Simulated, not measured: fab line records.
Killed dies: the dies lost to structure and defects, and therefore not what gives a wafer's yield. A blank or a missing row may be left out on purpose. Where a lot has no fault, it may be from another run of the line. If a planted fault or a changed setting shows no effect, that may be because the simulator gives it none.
Matching of chambers | flow n5 finfet | N5_DUMMY_GATE_ALD_02 on ald sin-03: 4 sister chambers
The step deposits SiO2, target thk 2 nm, pulse time 1 s. 8 wafers are shown with their chamber, then 8 later ones without.

## WAFERS, EACH WITH ITS CHAMBER
wafer  | chamber | heater power w (W) | precursor pulse height rel
L076.1 | 3       | 493                | 1.069
L076.6 | 0       | 453                | 1.023
L078.1 | 2       | 488                | 0.998
L079.6 | 2       | 487                | 0.989
L081.2 | 0       | 456                | 1.006
L081.3 | 1       | 472                | 1.001
L081.4 | 3       | 491                | 0.993
L092.4 | 1       | 464                | 1.008

## WAFERS MISSING THEIR CHAMBER
wafer  | heater power w (W) | precursor pulse height rel
L092.5 | 461                | 0.974
L092.6 | 463                | 0.980
L095.2 | 462                | 0.978
L095.4 | 484                | 0.995
L095.6 | 439                | 0.965
L096.1 | 463                | 0.996
L096.2 | 502                | 0.983
L096.3 | 501                | 1.008

## THE CHAMBER EACH PASSED THROUGH
wafer  | from the rows above     | in truth
L092.5 | can't be placed: 1 or 0 | 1
L092.6 | can't be placed: 1 or 0 | 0
L095.2 | can't be placed: 1 or 0 | 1
L095.4 | can't be placed: 2 or 3 | 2
L095.6 | 0                       | 0
L096.1 | can't be placed: 1 or 0 | 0
L096.2 | can't be placed: 3 or 2 | 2
L096.3 | can't be placed: 3 or 2 | 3
Correctly placed: 1 of 8. From these rows, 7 cannot be placed; in 7 the true chamber is one of the candidates. Wrongly placed: 0.
How it was worked out, from the rows above alone: a wafer's distance from a chamber is the root of the sum, over the readings, of the square of ((its reading less the chamber's mean) divided by the reading's scatter). The wafer belongs to the nearest chamber; if the next one is less than 2 further off, it can't be placed. The mean given for a chamber averages the wafers shown for that chamber. The scatter: take each reading less its chamber's mean, square it, sum over the shown wafers, divide by the number of wafers less the number of chambers, and take the root.
